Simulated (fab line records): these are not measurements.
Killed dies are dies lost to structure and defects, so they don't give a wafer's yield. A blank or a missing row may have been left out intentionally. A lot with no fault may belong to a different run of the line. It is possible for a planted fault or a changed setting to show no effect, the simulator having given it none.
Chamber matching :: flow nand-harc :: rie-diel-01 running NHARC_A_STAIRCASE_DESCUM_168: 4 sister chambers
The step chemistry O2, time 3 s. 8 wafers are shown with their chamber, then 8 later ones without.

## EACH WAFER AND ITS CHAMBER
wafer: L086.4
chamber: 2
drypump-motor-current-A (A): 5.7
showerhead-plenum-p-Torr (Torr): 1.85

wafer: L087.2
chamber: 2
drypump-motor-current-A (A): 5.7
showerhead-plenum-p-Torr (Torr): 1.84

wafer: L087.4
chamber: 3
drypump-motor-current-A (A): 5.2
showerhead-plenum-p-Torr (Torr): 1.95

wafer: L087.6
chamber: 1
drypump-motor-current-A (A): 5.6
showerhead-plenum-p-Torr (Torr): 1.93

wafer: L088.1
chamber: 1
drypump-motor-current-A (A): 5.7
showerhead-plenum-p-Torr (Torr): 1.93

wafer: L088.3
chamber: 0
drypump-motor-current-A (A): 6.2
showerhead-plenum-p-Torr (Torr): 1.82

wafer: L088.4
chamber: 3
drypump-motor-current-A (A): 5.1
showerhead-plenum-p-Torr (Torr): 1.95

wafer: L089.3
chamber: 0
drypump-motor-current-A (A): 6.2
showerhead-plenum-p-Torr (Torr): 1.82

## WAFERS MISSING THEIR CHAMBER
wafer: L089.4
drypump-motor-current-A (A): 5.1
showerhead-plenum-p-Torr (Torr): 1.95

wafer: L089.5
drypump-motor-current-A (A): 5.7
showerhead-plenum-p-Torr (Torr): 1.93

wafer: L094.2
drypump-motor-current-A (A): 6.2
showerhead-plenum-p-Torr (Torr): 1.82

wafer: L094.5
drypump-motor-current-A (A): 5.2
showerhead-plenum-p-Torr (Torr): 1.95

wafer: L094.6
drypump-motor-current-A (A): 5.7
showerhead-plenum-p-Torr (Torr): 1.84

wafer: L096.1
drypump-motor-current-A (A): 5.6
showerhead-plenum-p-Torr (Torr): 1.92

wafer: L096.3
drypump-motor-current-A (A): 6.2
showerhead-plenum-p-Torr (Torr): 1.82

wafer: L096.6
drypump-motor-current-A (A): 5.6
showerhead-plenum-p-Torr (Torr): 1.84

## EACH ONE'S CHAMBER
wafer: L089.4
from the rows above: 3
in truth: 3

wafer: L089.5
from the rows above: 1
in truth: 1

wafer: L094.2
from the rows above: 0
in truth: 0

wafer: L094.5
from the rows above: 3
in truth: 3

wafer: L094.6
from the rows above: 2
in truth: 2

wafer: L096.1
from the rows above: 1
in truth: 1

wafer: L096.3
from the rows above: 0
in truth: 0

wafer: L096.6
from the rows above: 2
in truth: 2
Correct placement for 8 of the 8. Left unplaced by these rows: 0. 0 placed wrongly.
How it was worked out, from the rows above alone: a wafer's distance from a chamber is the root of the sum, over the readings, of the square of ((its reading less the chamber's mean) divided by the reading's scatter). If the next closest chamber is less than 2 further off than the closest, the wafer can't be placed; otherwise it belongs to the closest. For every chamber, the mean is computed from those of its wafers that are shown. The scatter is the square root of a quotient: the sum, over the shown wafers, of each reading's squared deviation from its chamber's mean, divided by wafers minus chambers.
